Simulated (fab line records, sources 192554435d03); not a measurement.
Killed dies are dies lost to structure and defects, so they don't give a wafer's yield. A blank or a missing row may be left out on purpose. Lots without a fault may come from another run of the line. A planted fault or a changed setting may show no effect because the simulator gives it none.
Split-lot experiment | flow n5_finfet | 7 lots, 39 wafers read, on a route of 1938 steps

THE SPLIT
At N5_BEOL_M1_PECVD_72 (deposits SiO2 from TEOS/O2, target thk 16 nm, time 18 s), the setting time_s was moved away from the recipe's 18 s on 12 of the 39 wafers read, by -22.7% to +35.9%. The other wafers ran this setting at the recipe's value.

The reading is taken at the split's own step.

THE READING
SiO2_of_BEOL_M1_PECVD_72.thk_nm (the simulator's own value, which no gauge read), in nm, at N5_BEOL_M1_PECVD_72 (deposits SiO2 from TEOS/O2, target thk 16 nm, time 18 s). The file gives no usual value for it. The 27 wafers here that ran the recipe average 16.1 nm, standard deviation 0.19 nm.

wafer  | tool, chamber at the split | time_s as run, s | against the recipe | SiO2_of_BEOL_M1_PECVD_72.thk_nm, nm | against lot-mates on the recipe
L075.1 | pecvd-03, 1,0,0            | 18               | recipe             | 16                                  | -
L075.2 | pecvd-03, 1,0,0            | 18               | recipe             | 16                                  | -
L075.4 | pecvd-03, 1,0,0            | 18               | recipe             | 16                                  | -
L075.3 | pecvd-03, 2                | 18               | recipe             | 16.2                                | -
L075.5 | pecvd-03, 2                | 18               | recipe             | 16.2                                | -
L075.6 | pecvd-03, 1                | 18               | recipe             | 16.4                                | -
L078.1 | pecvd-04, 0,2              | 18               | recipe             | 16.2                                | -
L078.5 | pecvd-04, 0,2              | 18               | recipe             | 16.2                                | -
L078.2 | pecvd-04, 2,1,0            | 13.91            | -22.7%             | 12.6                                | -3.7
L078.3 | pecvd-04, 2,1,0            | 13.91            | -22.7%             | 12.6                                | -3.7
L078.4 | pecvd-04, 2,1,0            | 13.91            | -22.7%             | 12.6                                | -3.7
L078.6 | pecvd-04, 1                | 18               | recipe             | 16.6                                | -
L082.1 | pecvd-01, 0                | 18               | recipe             | 16                                  | -
L082.2 | pecvd-01, 2                | 22.17            | +23.2%             | 19.2                                | +3.0
L082.3 | pecvd-01, 1                | 22.17            | +23.2%             | 19.6                                | +3.4
L082.5 | pecvd-01, 1                | 22.17            | +23.2%             | 19.6                                | +3.4
L082.4 | pecvd-01, 2                | 18               | recipe             | 16.4                                | -
L082.6 | pecvd-01, 0                | 18               | recipe             | 16.2                                | -
L086.1 | pecvd-03, 0,2              | 15.23            | -15.4%             | 13.6                                | -2.5
L086.4 | pecvd-03, 0,2              | 15.23            | -15.4%             | 13.6                                | -2.5
L086.2 | pecvd-03, 1,0              | 18               | recipe             | 16                                  | -
L086.6 | pecvd-03, 1,0              | 18               | recipe             | 16                                  | -
L086.3 | pecvd-03, 2                | 15.23            | -15.4%             | 13.2                                | -2.9
L086.5 | pecvd-03, 1                | 18               | recipe             | 16.2                                | -
L087.2 | pecvd-01, 0,2              | 18               | recipe             | 16                                  | -
L087.3 | pecvd-01, 0,2              | 18               | recipe             | 16                                  | -
L087.4 | pecvd-01, 2                | 18               | recipe             | 16.2                                | -
L090.1 | pecvd-04, 0                | 24.46            | +35.9%             | 21.6                                | +5.5
L090.2 | pecvd-04, 1                | 18               | recipe             | 15.8                                | -
L090.3 | pecvd-04, 0                | 18               | recipe             | 16.2                                | -
L090.5 | pecvd-04, 0                | 18               | recipe             | 16.2                                | -
L090.4 | pecvd-04, 1                | 24.46            | +35.9%             | 21.8                                | +5.7
L090.6 | pecvd-04, 1                | 24.46            | +35.9%             | 21.8                                | +5.7
L096.1 | pecvd-01, 2,0,1            | 18               | recipe             | 15.8                                | -
L096.2 | pecvd-01, 2,0,1            | 18               | recipe             | 15.8                                | -
L096.3 | pecvd-01, 2,0,1            | 18               | recipe             | 15.8                                | -
L096.4 | pecvd-01, 1,2              | 18               | recipe             | 16                                  | -
L096.6 | pecvd-01, 1,2              | 18               | recipe             | 16                                  | -
L096.5 | pecvd-01, 0                | 18               | recipe             | 16.2                                | -
Where a row lists several chambers, the file gives one row for several wafers and doesn't say which wafer went through which chamber.

THE FIT
A straight line over all 39 wafers: SiO2_of_BEOL_M1_PECVD_72.thk_nm changes by +0.156 nm for each +1% of time_s; r = +1.00; the points scatter about the line by 0.2 nm.
The same after taking each lot's own level away (the mean of its wafers on the recipe; 39 wafers): +0.157 nm for each +1%; r = +1.00; scatter 0.19 nm.
On that fit, the largest move of time_s shifts the reading by 5.6 nm.
The lots' own levels span 15.93 to 16.33 nm, that is 2.1 times the standard deviation above.
So the lot-to-lot level changes the slope little: the two slopes agree.
Check: with one of the wafers moved furthest among these (+35.9%) left out of the fit, the line predicts +5.6 nm for it against its lot-mates. It came out at +5.53 nm against them.

OTHER SPLITS ON THESE WAFERS
These wafers also went through other splits before the reading. Each is held against what the fit with the lots' levels taken away leaves over:
other split on the same wafers  | wafers away from the commonest value | r with SiO2_of_BEOL_M1_PECVD_72.thk_nm (lot level and that fit taken away)
N5_FIN_SAQP_ETCH_65 time_s      | 12                                   | +0.00
N5_BEOL_M0_SAQP_PECVD_96 time_s | 12                                   | +0.14

THE FILE'S OWN FIT
SiO2_of_BEOL_M1_PECVD_72.thk_nm changes by +0.157 nm for each +1% of time_s, r = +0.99.
